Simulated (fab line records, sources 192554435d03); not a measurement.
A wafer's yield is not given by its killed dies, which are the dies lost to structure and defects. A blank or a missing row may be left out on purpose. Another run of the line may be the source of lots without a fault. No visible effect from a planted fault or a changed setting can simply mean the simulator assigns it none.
Which tool was responsible? | flow n5Finfet | Sampling: 20 lots, 60 wafers, 4 of 1938 route steps

== WHAT THE GAUGES READ, wafer by wafer ==
N5_SD_EPI_N_OVL_MEAS_10. Usual: SD_N_BLK_OVL 0.4 nm, standard deviation 0.65.
lot  | measured    | on         | SD_N_BLK_OVL (nm) | flag
L074 | day 3 01:52 | overlay-01 | -0.4 0.2 -0.4     | 
L076 | day 3 13:57 | overlay-02 | 1.1 0.1 1.2       | 
L078 | day 4 03:12 | overlay-01 | -0.6 0.0 0.2      | 
L079 | day 4 07:47 | overlay-02 | 0.4 -0.1 0.2      | 
L080 | day 4 12:00 | overlay-02 | 0.5 -0.5 -0.1     | 
L081 | day 4 20:47 | overlay-02 | 0.3 0.6 0.5       | 
L082 | day 5 01:22 | overlay-02 | 0.4 1.8 0.6       | 
L083 | day 5 05:59 | overlay-01 | 0.2 1.1 -1.1      | 
L084 | day 5 12:31 | overlay-01 | 0.4 1.6 0.2       | 
L085 | day 5 19:16 | overlay-02 | 1.3 1.9 0.3       | 
L086 | day 6 00:37 | overlay-01 | 1.3 1.4 0.2       | 
L088 | day 6 10:59 | overlay-02 | 0.4 -0.1 0.0      | 
L089 | day 6 18:07 | overlay-02 | 0.3 0.8 1.2       | 
L090 | day 7 02:15 | overlay-02 | 1.3 1.3 0.9       | 
L091 | day 7 05:40 | overlay-01 | 0.2 -0.1 0.2      | 
L093 | day 7 16:47 | overlay-02 | -0.1 0.0 0.1      | 
L094 | day 8 02:00 | overlay-01 | -0.1 0.2 0.4      | 
L095 | day 8 08:20 | overlay-02 | -0.8 0.1 0.0      | 
L096 | day 8 12:37 | overlay-02 | 0.5 1.0 -0.6      | 
L097 | day 8 23:23 | overlay-02 | 0.0 0.8 1.1       | 

== TOOL THAT RAN EACH LOT (tool first, then ch and the chambers of the sampled wafers, then the start) ==
lot  | N5_DUMMY_GATE_DESCUM_20          | N5_DUMMY_GATE_ETCH_36            | N5_DUMMY_GATE_HM_OPEN_21
L074 | rieDiel-03 ch 0,2,3, day 2 23:40 | rieDiel-03 ch 0,2,3, day 2 23:46 | rieDiel-03 ch 0,2,3, day 3 00:10
L076 | rieDiel-03 ch 0,3, day 3 11:41   | rieDiel-03 ch 0,3, day 3 11:47   | rieDiel-02 ch 1,3, day 3 12:12
L078 | rieDiel-03 ch 0,2, day 4 01:01   | rieDiel-03 ch 0,2, day 4 01:07   | rieDiel-02 ch 0,1,3, day 4 01:31
L079 | rieDiel-02 ch 0,3, day 4 05:43   | rieDiel-02 ch 0,3, day 4 05:49   | rieDiel-03 ch 2,3, day 4 06:13
L080 | rieDiel-03 ch 0,2, day 4 09:50   | rieDiel-03 ch 0,2, day 4 09:56   | rieDiel-02 ch 0,1,3, day 4 10:26
L081 | rieDiel-03 ch 0,2, day 4 17:16   | rieDiel-03 ch 0,2, day 4 17:22   | rieDiel-02 ch 0,1,2, day 4 18:01
L082 | rieDiel-06 ch 0,1,3, day 4 23:02 | rieDiel-06 ch 0,1,3, day 4 23:08 | rieDiel-02 ch 0,1,3, day 4 23:35
L083 | rieDiel-03 ch 1,3, day 5 03:46   | rieDiel-03 ch 1,3, day 5 03:53   | rieDiel-02 ch 0,2, day 5 04:22
L084 | rieDiel-02 ch 0,1, day 5 10:02   | rieDiel-02 ch 0,1, day 5 10:09   | rieDiel-06 ch 1,3, day 5 10:44
L085 | rieDiel-03 ch 0,1, day 5 17:02   | rieDiel-03 ch 0,1, day 5 17:08   | rieDiel-06 ch 0,2, day 5 17:35
L086 | rieDiel-06 ch 1,3, day 5 22:19   | rieDiel-06 ch 1,3, day 5 22:25   | rieDiel-06 ch 1,3, day 5 22:49
L088 | rieDiel-06 ch 0,1, day 6 08:51   | rieDiel-06 ch 0,1, day 6 08:58   | rieDiel-03 ch 0,2,3, day 6 09:26
L089 | rieDiel-02 ch 0,2,3, day 6 15:45 | rieDiel-02 ch 0,2,3, day 6 15:51 | rieDiel-02 ch 0,1,2, day 6 16:17
L090 | rieDiel-03 ch 0,1,2, day 6 23:53 | rieDiel-03 ch 0,1,2, day 6 23:59 | rieDiel-02 ch 1,3, day 7 00:35
L091 | rieDiel-02 ch 0,2,3, day 7 03:36 | rieDiel-02 ch 0,2,3, day 7 03:42 | rieDiel-03 ch 0,1,2, day 7 04:07
L093 | rieDiel-02 ch 1,2,3, day 7 14:44 | rieDiel-02 ch 1,2,3, day 7 14:50 | rieDiel-03 ch 0,1, day 7 15:14
L094 | rieDiel-06 ch 2,3, day 7 23:08   | rieDiel-06 ch 2,3, day 7 23:14   | rieDiel-02 ch 1,2, day 7 23:45
L095 | rieDiel-06 ch 0,1,3, day 8 06:02 | rieDiel-06 ch 0,1,3, day 8 06:08 | rieDiel-06 ch 0,2,3, day 8 06:32
L096 | rieDiel-03 ch 1,2,3, day 8 10:16 | rieDiel-03 ch 1,2,3, day 8 10:22 | rieDiel-03 ch 1,2,3, day 8 10:49
L097 | rieDiel-03 ch 2,3, day 8 20:53   | rieDiel-03 ch 2,3, day 8 21:00   | rieDiel-06 ch 0,1,2, day 8 21:44
- N5_DUMMY_GATE_DESCUM_20: chemistry O2, time 6.2 s.
- N5_DUMMY_GATE_ETCH_36: etches SiARC in CF4, target depth 13 nm.
- N5_DUMMY_GATE_HM_OPEN_21: chemistry CH3F/O2, target SiNx, target depth 120 nm, time 171.4 s.

== WHAT THE TOOLS THEMSELVES READ (means of the sampled wafers that have a number; where no wafer has one, the mark that the record gives instead) ==
N5_DUMMY_GATE_DESCUM_20. Usual: drypumpMotorCurrentA 5.6 A, standard deviation 0.56; oesProductAu 0.79 a.u., standard deviation 0.094; rfVppV 242.8 V, standard deviation 1.5; showerheadPlenumPTorr 2.08 Torr, standard deviation 0.086; throttleValvePct 20.49 %, standard deviation 0.21.
lot  | tool       | drypumpMotorCurrentA (A) | oesProductAu (a.u.) | rfVppV (V) | showerheadPlenumPTorr (Torr) | throttleValvePct (%) | flag
L074 | rieDiel-03 | 5.9                      | 0.80                | 243.5      | 2.08                         | 20.45                | 
L076 | rieDiel-03 | 6.3                      | 0.72                | 242.6      | 2.06                         | 20.48                | 
L078 | rieDiel-03 | 5.7                      | 0.78                | 243.5      | 2.15                         | 20.42                | 
L079 | rieDiel-02 | 5.8                      | 0.75                | 242.4      | 2.01                         | 20.61                | 
L080 | rieDiel-03 | 5.7                      | 0.79                | 243.3      | 2.15                         | 20.42                | 
L081 | rieDiel-03 | 5.4                      | 0.86                | 243.2      | 2.10                         | 20.47                | 
L082 | rieDiel-06 | 5.5                      | 0.81                | 242.9      | 2.10                         | 20.42                | 
L083 | rieDiel-03 | 6.0                      | 0.80                | 242.1      | 2.07                         | 20.39                | 
L084 | rieDiel-02 | 5.6                      | 0.76                | 241.8      | 1.99                         | 20.79                | 
L085 | rieDiel-03 | 5.3                      | 0.87                | 245.0      | 2.21                         | 20.19                | 
L086 | rieDiel-06 | 5.2                      | 0.83                | 244.3      | 2.16                         | 20.24                | 
L088 | rieDiel-06 | 5.9                      | 0.76                | 242.6      | 2.04                         | 20.55                | 
L089 | rieDiel-02 | 5.8                      | 0.77                | 242.0      | 2.04                         | 20.53                | 
L090 | rieDiel-03 | 5.4                      | 0.83                | 243.5      | 2.16                         | 20.35                | 
L091 | rieDiel-02 | 5.8                      | 0.75                | 242.1      | 2.04                         | 20.54                | 
L093 | rieDiel-02 | 5.7                      | 0.74                | 243.0      | 2.08                         | 20.61                | 
L094 | rieDiel-06 | 4.8                      | 0.79                | 242.7      | 2.10                         | 20.56                | 
L095 | rieDiel-06 | 5.4                      | 0.78                | 243.5      | 2.09                         | 20.46                | 
L096 | rieDiel-03 | 5.6                      | 0.83                | 242.3      | 2.08                         | 20.42                | 
L097 | rieDiel-03 | 5.7                      | 0.80                | 242.6      | 2.03                         | 20.57                | 

N5_DUMMY_GATE_ETCH_36. Usual: drypumpMotorCurrentA 5.6 A, standard deviation 0.56; oesProductAu 0.78 a.u., standard deviation 0.094; rfVppV 183.8 V, standard deviation 1.4; showerheadPlenumPTorr 2.13 Torr, standard deviation 0.088; throttleValvePct 15.68 %, standard deviation 0.22.
lot  | tool       | drypumpMotorCurrentA (A) | oesProductAu (a.u.) | rfVppV (V) | showerheadPlenumPTorr (Torr) | throttleValvePct (%) | flag
L074 | rieDiel-03 | 5.9                      | 0.80                | 183.1      | 2.12                         | 15.60                | 
L076 | rieDiel-03 | 6.3                      | 0.72                | 182.8      | 2.10                         | 15.65                | 
L078 | rieDiel-03 | 5.8                      | 0.79                | 184.7      | 2.18                         | 15.59                | 
L079 | rieDiel-02 | 5.8                      | 0.73                | 183.3      | 2.08                         | 15.83                | 
L080 | rieDiel-03 | 5.8                      | 0.78                | 185.2      | 2.18                         | 15.60                | 
L081 | rieDiel-03 | 5.5                      | 0.84                | 184.1      | 2.14                         | 15.56                | 
L082 | rieDiel-06 | 5.4                      | 0.82                | 184.0      | 2.16                         | 15.71                | 
L083 | rieDiel-03 | 5.9                      | 0.78                | 183.0      | 2.12                         | 15.55                | 
L084 | rieDiel-02 | 5.6                      | 0.73                | 182.0      | 2.04                         | 15.93                | 
L085 | rieDiel-03 | 5.3                      | 0.87                | 185.2      | 2.26                         | 15.38                | 
L086 | rieDiel-06 | 5.2                      | 0.85                | 185.6      | 2.23                         | 15.54                | 
L088 | rieDiel-06 | 5.9                      | 0.76                | 183.5      | 2.12                         | 15.92                | 
L089 | rieDiel-02 | 5.8                      | 0.75                | 183.8      | 2.10                         | 15.72                | 
L090 | rieDiel-03 | 5.4                      | 0.83                | 184.9      | 2.19                         | 15.51                | 
L091 | rieDiel-02 | 5.8                      | 0.76                | 183.9      | 2.10                         | 15.73                | 
L093 | rieDiel-02 | 5.7                      | 0.73                | 183.0      | 2.13                         | 15.78                | 
L094 | rieDiel-06 | 4.7                      | 0.79                | 184.6      | 2.14                         | 15.72                | 
L095 | rieDiel-06 | 5.4                      | 0.79                | 184.2      | 2.15                         | 15.77                | 
L096 | rieDiel-03 | 5.6                      | 0.80                | 184.8      | 2.13                         | 15.53                | 
L097 | rieDiel-03 | 5.6                      | 0.79                | 183.2      | 2.06                         | 15.64                | 

N5_DUMMY_GATE_HM_OPEN_21. Usual: drypumpMotorCurrentA 5.6 A, standard deviation 0.51; oes_o_777_au 0.77 a.u., standard deviation 0.088; oesProductAu 0.77 a.u., standard deviation 0.092; rfVppV 294 V, standard deviation 6.2; showerheadPlenumPTorr 2.00 Torr, standard deviation 0.089; throttleValvePct 16.55 %, standard deviation 0.22.
lot  | tool       | drypumpMotorCurrentA (A) | oes_o_777_au (a.u.) | oesProductAu (a.u.) | rfVppV (V) | showerheadPlenumPTorr (Torr) | throttleValvePct (%) | flag
L074 | rieDiel-03 | 5.9                      | 0.80                | 0.79                | 292        | 2.00                         | 16.43                | 
L076 | rieDiel-02 | 5.8                      | 0.67                | 0.69                | 299        | 2.08                         | 16.76                | 
L078 | rieDiel-02 | 5.7                      | 0.71                | 0.72                | 297        | 2.00                         | 16.77                | 
L079 | rieDiel-03 | 6.1                      | 0.78                | 0.78                | 290        | 1.93                         | 16.45                | 
L080 | rieDiel-02 | 5.7                      | 0.71                | 0.71                | 296        | 2.00                         | 16.77                | 
L081 | rieDiel-02 | 5.6                      | 0.78                | 0.79                | 291        | 1.95                         | 16.66                | 
L082 | rieDiel-02 | 5.7                      | 0.71                | 0.72                | 296        | 2.00                         | 16.78                | 
L083 | rieDiel-02 | 5.7                      | 0.81                | 0.80                | 296        | 1.91                         | 16.58                | 
L084 | rieDiel-06 | 5.2                      | 0.84                | 0.84                | 293        | 2.10                         | 16.35                | 
L085 | rieDiel-06 | 5.2                      | 0.71                | 0.71                | 297        | 1.98                         | 16.83                | 
L086 | rieDiel-06 | 5.0                      | 0.84                | 0.85                | 294        | 2.06                         | 16.37                | 
L088 | rieDiel-03 | 5.9                      | 0.77                | 0.76                | 292        | 1.99                         | 16.47                | 
L089 | rieDiel-02 | 5.6                      | 0.77                | 0.78                | 292        | 1.94                         | 16.68                | 
L090 | rieDiel-02 | 5.8                      | 0.65                | 0.68                | 299        | 2.07                         | 16.82                | 
L091 | rieDiel-03 | 5.4                      | 0.83                | 0.82                | 294        | 2.07                         | 16.36                | 
L093 | rieDiel-03 | 5.6                      | 0.77                | 0.75                | 291        | 2.11                         | 16.36                | 
L094 | rieDiel-02 | 5.5                      | 0.73                | 0.74                | 288        | 1.99                         | 16.77                | 
L095 | rieDiel-06 | 5.2                      | 0.74                | 0.74                | 297        | 1.98                         | 16.72                | 
L096 | rieDiel-03 | 5.6                      | 0.81                | 0.80                | 292        | 2.00                         | 16.38                | 
L097 | rieDiel-06 | 5.5                      | 0.74                | 0.73                | 296        | 2.02                         | 16.71                | 

== THE ANSWER, worked out from the rows above alone ==
Rule: lot off if the mean of its wafers having a number is beyond 3 standard deviations from the usual mean. Also off: a lot with no number at a reading for which 4 or more lots have one. Any other lot the step has rows for is counted as sound. After the gauges, taken in route order, come the tools' own readings; for these a lot's mean is taken, as printed above. At the first step where some lot is off, the reading lying furthest off is the one used; lots without a number count as furthest.
Nothing can be told from this: no lot is off at any reading shown.

== WHAT THE SIMULATOR HAD INSERTED ==
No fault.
